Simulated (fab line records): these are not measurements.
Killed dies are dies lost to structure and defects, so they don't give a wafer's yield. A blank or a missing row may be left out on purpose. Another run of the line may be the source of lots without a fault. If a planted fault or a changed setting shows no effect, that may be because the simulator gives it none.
fab line records + flow nand_harc
[record]
- lots = 6
- wafers = 18
- last_day = 32
route steps=1302 shown A_ZERO_WELL@406 A_SOURCE_PLATE@413 END@1302
lots that met no fault: taken from a fault-free run of the same line
start_h: start of the lot's first displayed wafer, in hours after the record's first day + wait_h: how many hours have passed since the lot's step before this one + " identical to the entry in the row above + L1.1+2: a single row standing in for several wafers + - no value present, or no start provided + * or withheld: withheld + < > ~ a bound
route shown NAME@n: a module of which the file shows steps, and the number in the route of the first + usual: mean and standard deviation over wafers with no fault + same: alike in all rows + chamber/n: place in a boat + sites: readings site by site + _std_site: their standard deviation + _edge_site: outer sites' mean less inner sites' + radius_mm: how far each site lies from the wafer's centre + mask NAME#n: copy n + behind: tool/chamber where the wafer was last shaped + hold: reason for holding the lot/hours on hold/outcome of the hold + device: the n, p or np transistor that did not switch + end of line: the route-end tests of the same wafers + where a step has no rows: the recipe by itself + killed: the dies lost at the first sort to structure and to defects; this is not the yield of the wafer + map: dies across one wafer; x = killed, . = not, _ = none there
set.NAME: the setting that was run; set.NAME@STEP: the one run at that earlier step + model.NAME: the simulator's own value behind a step, which no gauge read
a table for each step, a row for each wafer; lots at some steps of the route
services: when a tool's chamber went out of use (start_h, in hours from the record's first day, below 0 if earlier), for how many hours, and the reason
[[steps]]
[step NHARC_A_ZERO_WELL_STRIP_14]
[recipe]
- time_s = 900
- temp_c = 130
- chemistry = SPM
[step NHARC_A_ZERO_WELL_IMPLANT_15]
[recipe]
- energy_kev = 150
- dose_cm2 = 1e+13
- tilt_deg = 7
[step NHARC_A_ZERO_WELL_PRECLEAN_22]
[recipe]
- time_s = 60
- temp_c = 50
- bath_age_min = 0
- chemistry = SC1
[step NHARC_A_ZERO_WELL_SRD_23]
[step NHARC_A_ZERO_WELL_RTA_16]
[recipe]
- temp_c = 1000
- time_s = 10
[usual]
- lamp_power_pct = 33.1/1.5
- lamp_zone_4_pct = 33.1/1.5
- wafer_temp_C_max = 1003.7/0.9
| lot.wafer | tool          | chamber | start_h | wait_h | lamp_power_pct | lamp_zone_4_pct | wafer_temp_C_max |
|-----------|---------------|---------|---------|--------|----------------|-----------------|------------------|
| L496.2    | rtp_anneal-01 | 0       | 194.24  | -      | 31.4           | 31.4            | 1004.2           |
| L496.3    | "             | 0       | "       | "      | 31.4           | 31.4            | 1004.5           |
| L496.5    | "             | 0       | "       | "      | 31.4           | 31.4            | 1005.0           |
| L499.1    | rtp_anneal-01 | 0       | 216.04  | 0.1    | 31.4           | 31.4            | 1005.2           |
| L499.4    | "             | 0       | "       | "      | 31.4           | 31.4            | 1003.7           |
| L499.5    | "             | 0       | "       | "      | 31.4           | 31.4            | 1005.5           |
| L505.4    | rtp_anneal-02 | 0       | 287.61  | -      | 34.4           | 34.4            | 1003.4           |
| L505.5    | "             | 0       | "       | "      | 34.4           | 34.4            | 1003.3           |
| L505.6    | "             | 0       | "       | "      | 34.4           | 34.4            | 1004.0           |
| L506.2    | rtp_anneal-01 | 0       | 298.49  | -      | 31.5           | 31.4            | 1004.5           |
| L506.3    | "             | 0       | "       | "      | 31.4           | 31.5            | 1004.1           |
| L506.5    | "             | 0       | "       | "      | 31.4           | 31.4            | 1004.4           |
| L509.2    | rtp_anneal-02 | 0       | 323.27  | 0.1    | 34.4           | 34.4            | 1003.0           |
| L509.4    | "             | 0       | "       | "      | 34.4           | 34.4            | 1002.2           |
| L509.5    | "             | 0       | "       | "      | 34.4           | 34.5            | 1002.8           |
| L511.2    | rtp_anneal-02 | 0       | 339.21  | -      | 34.4           | 34.4            | 1003.8           |
| L511.3    | "             | 0       | "       | "      | 34.4           | 34.5            | 1003.4           |
| L511.4    | "             | 0       | "       | "      | 34.4           | 34.4            | 1003.3           |
[step NHARC_A_ZERO_WELL_INSPECT_17]
[usual]
- raw_defect_count = 10/5.3
| lot.wafer | tool              | chamber | start_h | wait_h | raw_defect_count |
|-----------|-------------------|---------|---------|--------|------------------|
| L496.2    | defect_inspect-01 | -       | 194.41  | 0.1    | 7                |
| L496.3    | "                 | -       | "       | "      | 10               |
| L496.5    | "                 | -       | "       | "      | 8                |
| L499.1    | defect_inspect-02 | -       | 216.24  | 0.2    | 10               |
| L499.4    | "                 | -       | "       | "      | 6                |
| L499.5    | "                 | -       | "       | "      | 14               |
| L505.4    | defect_inspect-01 | -       | 287.73  | 0.1    | 5                |
| L505.5    | "                 | -       | "       | "      | 9                |
| L505.6    | "                 | -       | "       | "      | 6                |
| L506.2    | defect_inspect-01 | -       | 298.66  | 0.1    | 4                |
| L506.3    | "                 | -       | "       | "      | 6                |
| L506.5    | "                 | -       | "       | "      | 4                |
| L509.2    | defect_inspect-02 | -       | 323.44  | 0.1    | 9                |
| L509.4    | "                 | -       | "       | "      | 6                |
| L509.5    | "                 | -       | "       | "      | 8                |
| L511.2    | defect_inspect-02 | -       | 339.37  | 0.1    | 10               |
| L511.3    | "                 | -       | "       | "      | 9                |
| L511.4    | "                 | -       | "       | "      | 15               |
[step NHARC_A_SOURCE_PLATE_PRECLEAN_00]
[recipe]
- time_s = 60
- chemistry = HF-LAST
[step NHARC_A_SOURCE_PLATE_SRD_01]
[step NHARC_A_SOURCE_PLATE_OXIDE_02]
[recipe]
- target_thk_a = 100
- temp_c = 900
- ox_time_s = 1362
- material = SiO2
[step NHARC_A_SOURCE_PLATE_THK_MEAS_09]
[recipe]
- thk_meas_gauge = ellipsometry
[usual]
- thk_nm = 9.7/0.99
| lot.wafer | tool          | chamber | start_h | wait_h | thk_nm |
|-----------|---------------|---------|---------|--------|--------|
| L496.2    | film_metro-02 | -       | 201.24  | 0.4    | 9.8    |
| L496.3    | "             | -       | "       | "      | 8.3    |
| L496.5    | "             | -       | "       | "      | 9.6    |
| L499.1    | film_metro-01 | -       | 223.04  | 0.4    | 10.4   |
| L499.4    | "             | -       | "       | "      | 8.7    |
| L499.5    | "             | -       | "       | "      | 9.6    |
| L505.4    | film_metro-02 | -       | 296.09  | 0.4    | 10.1   |
| L505.5    | "             | -       | "       | "      | 11.7   |
| L505.6    | "             | -       | "       | "      | 9.4    |
| L506.2    | film_metro-01 | -       | 307.27  | 0.4    | 11.4   |
| L506.3    | "             | -       | "       | "      | 9.9    |
| L506.5    | "             | -       | "       | "      | 9.4    |
| L509.2    | film_metro-02 | -       | 330.73  | 0.4    | 9.3    |
| L509.4    | "             | -       | "       | "      | 9.9    |
| L509.5    | "             | -       | "       | "      | 8.9    |
| L511.2    | film_metro-01 | -       | 346.72  | 0.4    | 10.0   |
| L511.3    | "             | -       | "       | "      | 9.0    |
| L511.4    | "             | -       | "       | "      | 9.8    |
[step NHARC_A_SOURCE_PLATE_PVD_04]
[recipe]
- target_thk_a = 500
- material = WSi2
[step NHARC_A_SOURCE_PLATE_CVD_03]
[recipe]
- target_thk_a = 2000
- temp_c = 620
- pressure_mtorr = 200
- time_s = 4000
- material = poly-Si
[usual]
- spike_tc_bottom_C = 640/4.9
- spike_tc_centre_C = 620.4/1
- spike_tc_lower_C = 618.9/1.7
- spike_tc_top_C = 637/5.9
- spike_tc_upper_C = 619.8/1.5
- tube_center_temp_C = 620.00/0.066
| lot.wafer | tool          | chamber | start_h | wait_h | spike_tc_bottom_C | spike_tc_centre_C | spike_tc_lower_C | spike_tc_top_C | spike_tc_upper_C | tube_center_temp_C |
|-----------|---------------|---------|---------|--------|-------------------|-------------------|------------------|----------------|------------------|--------------------|
| L496.2    | lpcvd_poly-03 | 0       | 203.73  | -      | 634               | 620.5             | 617.9            | 634            | 618.6            | 619.94             |
| L496.3    | "             | 0       | "       | "      | 635               | 621.9             | 617.8            | 634            | 618.3            | 619.99             |
| L496.5    | "             | 0       | "       | "      | 634               | 621.7             | 618.7            | 634            | 619.6            | 620.13             |
| L499.1    | lpcvd_poly-01 | 0       | 225.61  | -      | 644               | 618.8             | 619.0            | 645            | 620.9            | 619.95             |
| L499.4    | "             | 0       | "       | "      | 646               | 619.8             | 617.3            | 643            | 619.7            | 620.08             |
| L499.5    | "             | 0       | "       | "      | 645               | 621.6             | 618.8            | 644            | 618.7            | 620.06             |
| L505.4    | lpcvd_poly-03 | 0       | 298.57  | -      | 622               | 608.8             | 607.3            | 619            | 605.8            | 607.63             |
| L505.5    | "             | 0       | "       | "      | 622               | 608.9             | 606.1            | 621            | 606.9            | 607.70             |
| L505.6    | "             | 0       | "       | "      | 622               | 608.9             | 603.2            | 621            | 605.5            | 607.64             |
| L506.2    | lpcvd_poly-03 | 0       | 309.75  | -      | 622               | 607.1             | 606.9            | 621            | 606.7            | 607.56             |
| L506.3    | "             | 0       | "       | "      | 623               | 608.6             | 603.8            | 620            | 605.4            | 607.56             |
| L506.5    | "             | 0       | "       | "      | 623               | 607.5             | 605.5            | 621            | 604.8            | 607.56             |
| L509.2    | lpcvd_poly-02 | 0       | 333.32  | -      | 640               | 620.4             | 619.7            | 635            | 621.8            | 620.03             |
| L509.4    | "             | 0       | "       | "      | 642               | 620.9             | 622.5            | 633            | 622.8            | 619.94             |
| L509.5    | "             | 0       | "       | "      | 642               | 622.7             | 621.1            | 632            | 621.8            | 620.05             |
| L511.2    | lpcvd_poly-02 | 0       | 349.31  | -      | 644               | 620.3             | 622.1            | 631            | 622.0            | 619.96             |
| L511.3    | "             | 0       | "       | "      | 641               | 620.8             | 620.0            | 633            | 622.2            | 619.95             |
| L511.4    | "             | 0       | "       | "      | 643               | 619.3             | 619.8            | 632            | 620.8            | 619.95             |
[step NHARC_A_SOURCE_PLATE_ANNEAL_05]
[recipe]
- temp_c = 850
- time_s = 1800
[step NHARC_A_SOURCE_PLATE_THK_MEAS_06]
[recipe]
- thk_meas_gauge = ellipsometry
[usual]
- thk_nm = 200.3/2
| lot.wafer | tool          | chamber | start_h | wait_h | thk_nm |
|-----------|---------------|---------|---------|--------|--------|
| L496.2    | film_metro-02 | -       | 214.91  | 0.4    | 201.4  |
| L496.3    | "             | -       | "       | "      | 201.5  |
| L496.5    | "             | -       | "       | "      | 203.9  |
| L499.1    | film_metro-02 | -       | 237.66  | 0.4    | 199.1  |
| L499.4    | "             | -       | "       | "      | 196.4  |
| L499.5    | "             | -       | "       | "      | 200.7  |
| L505.4    | film_metro-01 | -       | 306.42  | 0.4    | 150.5  |
| L505.5    | "             | -       | "       | "      | 149.3  |
| L505.6    | "             | -       | "       | "      | 148.5  |
| L506.2    | film_metro-01 | -       | 324.23  | 0.4    | 151.0  |
| L506.3    | "             | -       | "       | "      | 148.8  |
| L506.5    | "             | -       | "       | "      | 150.4  |
| L509.2    | film_metro-02 | -       | 344.11  | 0.4    | 199.9  |
| L509.4    | "             | -       | "       | "      | 198.1  |
| L509.5    | "             | -       | "       | "      | 203.0  |
| L511.2    | film_metro-01 | -       | 359.98  | 0.4    | 201.2  |
| L511.3    | "             | -       | "       | "      | 200.1  |
| L511.4    | "             | -       | "       | "      | 202.2  |
[step NHARC_END_SORT_01]
[recipe]
- temp_c = 25
[usual]
- killed_at_array = 56/20
- killed_at_other = 0.9/1.1
- killed_at_periphery = 3.7/3
- killed_dies = 61/21
- killed_open = 2.9/1.6
- killed_short = 2.6/1.4
[same]
- gross_dies = 677
| lot.wafer | tool      | chamber | start_h | wait_h | killed_at_array | killed_at_other | killed_at_periphery | killed_dies | killed_open | killed_short |
|-----------|-----------|---------|---------|--------|-----------------|-----------------|---------------------|-------------|-------------|--------------|
| L511.2    | prober-01 | 0       | 770.31  | 2.8    | 37              | 0               | 10                  | 47          | 4           | 2            |
| L511.3    | prober-01 | 0       | 771.11  | 3.1    | 38              | 0               | 6                   | 44          | 2           | 4            |
| L511.4    | prober-01 | 0       | 771.91  | 3.4    | 38              | 0               | 10                  | 48          | 4           | 1            |
// killed by level:class
L511.2 A_CHANNEL_HOLE_D1:chamber_film_flake=18 A_SLIT:chamber_film_flake=6 P_GATE:chamber_film_flake=4 P_CONTACT:chamber_film_flake=3 P_M2:chamber_film_flake=3 A_CONTACT:chamber_film_flake=3 A_WL_FILL:chamber_film_flake=2 A_CHANNEL_HOLE_D1:geometric_particle:open=1
L511.3 A_CHANNEL_HOLE_D1:chamber_film_flake=12 A_SLIT:chamber_film_flake=10 A_CONTACT:chamber_film_flake=6 P_M2:chamber_film_flake=3 A_WL_FILL:chamber_film_flake=3 A_WL_FILL:geometric_particle:short=2 P_CONTACT:chamber_film_flake=2 A_CHANNEL_HOLE_D1:geometric_particle:open=1
L511.4 A_CHANNEL_HOLE_D1:chamber_film_flake=14 A_SLIT:chamber_film_flake=8 A_CONTACT:chamber_film_flake=7 P_CONTACT:chamber_film_flake=5 P_M2:chamber_film_flake=4 A_WL_FILL:chamber_film_flake=3 A_CHANNEL_FILL_D2:geometric_particle:open=1 A_CHANNEL_FILL_D2:geometric_particle:short=1
[[services]]
| tool          | chamber | start_h | hours | kind |
|---------------|---------|---------|-------|------|
| lpcvd_poly-02 | -       | 206.38  | 26.0  | pm   |
[[key]]
[first_sign]
- step = NHARC_A_SOURCE_PLATE_CVD_03
- reading = tube_center_temp_C
- direction = down
- sigmas = 99+
- usual = *
- struck = *
[effect]
- step = NHARC_A_SOURCE_PLATE_CVD_03
- reading = spike_tc_centre_C
- direction = down
- sigmas = 12
- usual = 620.4
- struck = 608.3
[effect]
- step = NHARC_A_SOURCE_PLATE_THK_MEAS_06
- reading = thk_nm
- direction = down
- sigmas = 26
- usual = 200.3
- struck = 149.8
met_at NHARC_A_SOURCE_PLATE_CVD_03
struck_wafers L505.4,L505.5,L505.6,L506.2,L506.3,L506.5
tester_left_out L505,L506
onset_between 203.73 298.57
[fault]
- kind = process_parameter_drift
- tool = lpcvd_poly-03
- chamber = -
- onset_h = 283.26
- steps = NHARC_A_SOURCE_PLATE_CVD_03
- channel = temp_c
- offset = *
- shape = step
- end_h = 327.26
- acts_in = *
- stated = *
// tester_left_out: of these lots the tester's yield and bins aren't shown, on N5 and GAA mostly nor the transistor test; their killed dies are dies lost to structure and defects alone, not to doping, threshold or leakage, so they don't give the yield
